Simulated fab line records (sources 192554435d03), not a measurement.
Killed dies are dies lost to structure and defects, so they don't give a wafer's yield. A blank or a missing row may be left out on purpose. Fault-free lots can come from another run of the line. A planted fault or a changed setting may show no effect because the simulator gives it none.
Split-lot trial + flow n5_finfet + route with 1938 steps; 7 lots, 39 wafers read

## THE SPLIT ITSELF
At N5_BEOL_M8_VIA_ETCH_34 (etches SiCOH lowk in C4F6/O2, target depth 125.5 nm, time 50.5 s), the setting target_depth_a was moved away from the recipe's 1255 angstrom on 12 of the 39 wafers read, by -21.8% to +51.0%. This setting was run at the recipe's value on the other wafers.

The reading is taken at the split's own step.

## THE READING
SOC_of_BEOL_M8_COAT_63.thk_nm (the simulator's own value, which no gauge read), in nm, at N5_BEOL_M8_VIA_ETCH_34 (etches SiCOH lowk in C4F6/O2, target depth 125.5 nm, time 50.5 s). The file does not state a usual value for it. Across the 27 wafers here that went through the recipe, the average is 53.9 nm and the standard deviation 0.23 nm.

| wafer  | tool, chamber at the split | target_depth_a as run, angstrom | against the recipe | SOC_of_BEOL_M8_COAT_63.thk_nm, nm | against lot-mates on the recipe |
|--------|----------------------------|---------------------------------|--------------------|-----------------------------------|---------------------------------|
| L074.1 | rie_diel-03, 2             | 981.3                           | -21.8%             | 55                                | +1.5                            |
| L074.2 | rie_diel-03, 1             | 981.3                           | -21.8%             | 55                                | +1.5                            |
| L074.3 | rie_diel-03, 3             | 1255                            | recipe             | 53.4                              | -                               |
| L074.4 | rie_diel-03, 3             | 1255                            | recipe             | 53.4                              | -                               |
| L074.5 | rie_diel-03, 1             | 981.3                           | -21.8%             | 54.8                              | +1.3                            |
| L074.6 | rie_diel-03, 2             | 1255                            | recipe             | 53.8                              | -                               |
| L077.1 | rie_diel-03, 3             | 1255                            | recipe             | 53.8                              | -                               |
| L077.2 | rie_diel-03, 2             | 1255                            | recipe             | 54                                | -                               |
| L077.3 | rie_diel-03, 0             | 1255                            | recipe             | 54                                | -                               |
| L077.4 | rie_diel-03, 3             | 1255                            | recipe             | 54                                | -                               |
| L077.5 | rie_diel-03, 2             | 1255                            | recipe             | 54                                | -                               |
| L077.6 | rie_diel-03, 0             | 1255                            | recipe             | 54                                | -                               |
| L081.1 | rie_diel-01, 2             | 1255                            | recipe             | 54                                | -                               |
| L081.2 | rie_diel-01, 0             | 1763                            | +40.5%             | 51.4                              | -2.5                            |
| L081.5 | rie_diel-01, 0             | 1763                            | +40.5%             | 51.4                              | -2.5                            |
| L081.3 | rie_diel-01, 3             | 1255                            | recipe             | 54                                | -                               |
| L081.4 | rie_diel-01, 1             | 1255                            | recipe             | 53.6                              | -                               |
| L081.6 | rie_diel-01, 3             | 1763                            | +40.5%             | 51.2                              | -2.7                            |
| L085.1 | rie_diel-01, 1             | 1255                            | recipe             | 54                                | -                               |
| L085.2 | rie_diel-01, 3             | 1255                            | recipe             | 53.8                              | -                               |
| L085.3 | rie_diel-01, 0             | 1255                            | recipe             | 54                                | -                               |
| L085.4 | rie_diel-01, 2             | 1255                            | recipe             | 54.2                              | -                               |
| L085.5 | rie_diel-01, 0             | 1255                            | recipe             | 54                                | -                               |
| L085.6 | rie_diel-01, 1             | 1255                            | recipe             | 54                                | -                               |
| L088.2 | rie_diel-06, 2             | 1255                            | recipe             | 53.8                              | -                               |
| L088.3 | rie_diel-06, 1             | 1255                            | recipe             | 53.8                              | -                               |
| L088.6 | rie_diel-06, 1             | 1255                            | recipe             | 54                                | -                               |
| L091.1 | rie_diel-01, 2             | 1255                            | recipe             | 54.6                              | -                               |
| L091.2 | rie_diel-01, 1             | 1895                            | +51.0%             | 51.2                              | -3.1                            |
| L091.3 | rie_diel-01, 3             | 1255                            | recipe             | 54                                | -                               |
| L091.4 | rie_diel-01, 2             | 1895                            | +51.0%             | 51.4                              | -2.9                            |
| L091.5 | rie_diel-01, 3             | 1895                            | +51.0%             | 51                                | -3.3                            |
| L091.6 | rie_diel-01, 1             | 1255                            | recipe             | 54.2                              | -                               |
| L094.1 | rie_diel-06, 0             | 1255                            | recipe             | 53.8                              | -                               |
| L094.2 | rie_diel-06, 1             | 1641                            | +30.8%             | 52                                | -1.8                            |
| L094.3 | rie_diel-06, 2             | 1255                            | recipe             | 53.8                              | -                               |
| L094.4 | rie_diel-06, 3             | 1255                            | recipe             | 53.8                              | -                               |
| L094.5 | rie_diel-06, 2             | 1641                            | +30.8%             | 51.6                              | -2.2                            |
| L094.6 | rie_diel-06, 1             | 1641                            | +30.8%             | 51.8                              | -2.0                            |

THE FIT
A straight line over all 39 wafers: SOC_of_BEOL_M8_COAT_63.thk_nm changes by -0.0575 nm for each +1% of target_depth_a; r = -0.98; the points scatter about the line by 0.26 nm.
The same after taking each lot's own level away (the mean of its wafers on the recipe; 39 wafers): -0.062 nm for each +1%; r = -0.99; scatter 0.15 nm.
The reading moves by 3.2 nm for the largest change in target_depth_a, on that fit.
The span of the lots' own levels, 53.53 to 54.27 nm, comes to 3.2 times the standard deviation stated above.
So the lot-to-lot level changes the slope little: the two slopes agree.
Check: with one of the wafers moved furthest among these (+51.0%) left out of the fit, the line predicts -3.18 nm for it against its lot-mates. Against them it came out at -3.07 nm.

## OTHER SPLITS APPLIED TO THESE WAFERS
Other splits were also applied to these wafers ahead of the reading. Each is held against what the fit with the lots' levels taken away leaves over:
| other split on the same wafers                 | wafers away from the commonest value | r with SOC_of_BEOL_M8_COAT_63.thk_nm (lot level and that fit taken away) |
|------------------------------------------------|--------------------------------------|--------------------------------------------------------------------------|
| N5_PMOS_HMC_CHANNEL_EPI_ETCH_38 target_depth_a | 15                                   | -0.12                                                                    |
| N5_SPACER0_ALD_07 target_thk_a                 | 9                                    | +0.00                                                                    |
| N5_HKMG_FIN_DEVELOP_11 develop_time_s          | 18                                   | +0.12                                                                    |
| N5_BEOL_M0_TRENCH_ETCH_107 target_depth_a      | 9                                    | -0.06                                                                    |
| N5_BEOL_M4_TRENCH_ETCH_37 time_s               | 15                                   | -0.09                                                                    |

## THE WHOLE CHAIN: every reading that the file lists as answering this split, in the file's order
| step                   | what it does                                                     | reading                                                                        | change (the file's fit)               | r (the file's) |
|------------------------|------------------------------------------------------------------|--------------------------------------------------------------------------------|---------------------------------------|----------------|
| N5_BEOL_M8_VIA_ETCH_34 | etches SiCOH lowk in C4F6/O2, target depth 125.5 nm, time 50.5 s | etch.depth_nm (the simulator's own value, which no gauge read)                 | +1.25 nm for each +1% of the setting  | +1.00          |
| N5_BEOL_M8_VIA_ETCH_34 | etches SiCOH lowk in C4F6/O2, target depth 125.5 nm, time 50.5 s | SOC_of_BEOL_M8_COAT_63.thk_nm (the simulator's own value, which no gauge read) | -0.062 nm for each +1% of the setting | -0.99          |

## FILE'S OWN FIT
SOC_of_BEOL_M8_COAT_63.thk_nm changes by -0.062 nm for each +1% of target_depth_a, r = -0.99.
